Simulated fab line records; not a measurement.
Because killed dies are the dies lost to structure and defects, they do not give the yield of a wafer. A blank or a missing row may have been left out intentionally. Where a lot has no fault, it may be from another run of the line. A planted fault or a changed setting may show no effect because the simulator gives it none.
Which of the tools did it? | flow n5-finfet | at 1 step of a route of 1938, 11 lots with 31 wafers sampled

== WHAT EACH GAUGE READ, for each wafer ==
N5_GATE_CUT_OVL_MEAS_14.
lot  | measured     | on         | GATE_CUT_OVL (nm)
L155 | day 5 00:08  | overlay-01 | -0.2 -0.5 -0.1
L156 | day 5 01:19  | overlay-01 | -0.1 0.2 0.1
L157 | day 5 16:09  | overlay-02 | 0.3 1.3 0.1
L163 | day 6 21:04  | overlay-02 | 1.5 2.2 1.6
L164 | day 7 02:49  | overlay-01 | 1.2 -0.7 1.0
L166 | day 7 12:04  | overlay-02 | 1.8 1.3 0.5
L167 | day 7 15:06  | overlay-01 | 0.7 0.6 1.4
L168 | day 8 00:07  | overlay-02 | 0.6 0.7 0.4
L169 | day 8 07:33  | overlay-01 | -0.1 0.2
L170 | day 8 10:58  | overlay-01 | 1.3 1.6
L176 | day 10 02:01 | overlay-01 | -0.9 0.8 -0.9

== WHAT TOOL EACH LOT RAN ON (gives the tool, then ch and the chambers of the sampled wafers, and finally the start) ==
Before these readings, the record contains no process step.

== THE ANSWER, worked out from the rows above alone ==
Rule: what is usual is taken from the lots themselves. Put in order of their means at a reading, lots are off if they are a third of the lots or fewer, leave a main group of 4 or more, and stand apart from it by a gap of 3 or more times the standard deviation of the main group's means; of several such gaps the widest counts. A main group is skipped when, at the precision printed for the reading in the tables above, its means are all equal. A lot without any number at a reading at which 4 lots or more have one is off too. Any other lot the step has rows for is counted as sound.
Across all readings shown, no lot is off: no conclusion can be drawn from this.

== WHAT THE SIMULATOR HAD PUT IN ==
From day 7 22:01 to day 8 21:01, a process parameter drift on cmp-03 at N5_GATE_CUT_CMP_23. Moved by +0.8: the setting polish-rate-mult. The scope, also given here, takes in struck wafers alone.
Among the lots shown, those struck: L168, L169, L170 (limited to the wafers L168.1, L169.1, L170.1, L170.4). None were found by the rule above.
